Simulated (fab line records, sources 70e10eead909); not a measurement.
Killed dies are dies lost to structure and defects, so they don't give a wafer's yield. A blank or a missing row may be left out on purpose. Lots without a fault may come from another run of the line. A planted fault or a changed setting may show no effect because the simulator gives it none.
Problem report in the 8D (eight disciplines) form, filled by code | flow nand_harc | the parts of the form that need people (team, actions taken, sign-off) are left out

1. THE PROBLEM
rf_fwd_power_W at NHARC_A_STAIRCASE_ETCH_192 reads a mean of 496.1 W on 6 wafers of 2 lots; wafers without a fault read 591.7 W with a standard deviation of 2.3. That is -42 standard deviations from the usual mean.
The step: etches the open film in C4F8/O2, target depth 100 nm, time 40.5 s.
First seen on wafer L587.2, day 15 00:45, on rie_diel-03. The record holds 36 wafers of 12 lots with a number at this step. Rule for "out", or "out of limits": more than 4 standard deviations from the usual mean. The other wafers with a number count as sound.

2. WHAT IT IS AND WHAT IT IS NOT
question                    | is                             | is not
which readings at this step | rf_fwd_power_W, oes_product_au | rf_vpp_V
which lots                  | L587, L593                     | L574, L575, L577, L578, L579, L580, L581, L582, L584, L594
which wafers of those lots  | all that have a number         | -
read on which tools         | rie_diel-03                    | rie_diel-01, rie_diel-13
when                        | from day 15 00:45              | up to then (27 sound wafers); but 3 sound wafers of L594 came after

3. SUSPECTS, AND WHAT RULES EACH OUT
Counting: a tool at a process step up to the reading stays a suspect if it ran every lot that is out and no sound lot after the first of them.
- rie_diel-03 at NHARC_A_STAIRCASE_ETCH_192 (etches the open film in C4F8/O2, target depth 100 nm, time 40.5 s): kept. It ran every lot that is out, first L587 (day 15 00:45), and no sound lot after that; its last sound lot up to then is L584 (day 14 03:07). Its own readings are out on those wafers: oes_product_au, rf_fwd_power_W.
Left after counting: rie_diel-03 at NHARC_A_STAIRCASE_ETCH_192.

4. THE CAUSE (what the simulator had put in)
Process parameter drift: rie_diel-03, from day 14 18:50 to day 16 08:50, at NHARC_A_STAIRCASE_ETCH_192. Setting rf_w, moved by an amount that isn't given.
Counting left only this tool.

5. THE CHAIN OF EFFECTS, in route order
Each row: a reading whose mean over the struck wafers that have a number lies more than 3 standard deviations from the usual. Only readings for which the record gives a usual standard deviation are gone through. hours: the time from each lot's start at the first step in this table that gives one to its start at this step, as a median over the lots. sigmas: the change in usual standard deviations.
hours | step                       | reading        | usual      | on struck wafers | change | sigmas
0     | NHARC_A_STAIRCASE_ETCH_192 | oes_product_au | 0.942 a.u. | 0.851            | -0.091 | -7.6
0     | NHARC_A_STAIRCASE_ETCH_192 | rf_fwd_power_W | 591.7 W    | 496.1            | -95.6  | -42
The process steps in it:
- NHARC_A_STAIRCASE_ETCH_192: etches the open film in C4F8/O2, target depth 100 nm, time 40.5 s.

6. WHAT WOULD HAVE CAUGHT IT SOONER
In this record the first reading out of limits was taken at day 15 00:45, 6 hours after the fault began at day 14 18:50.
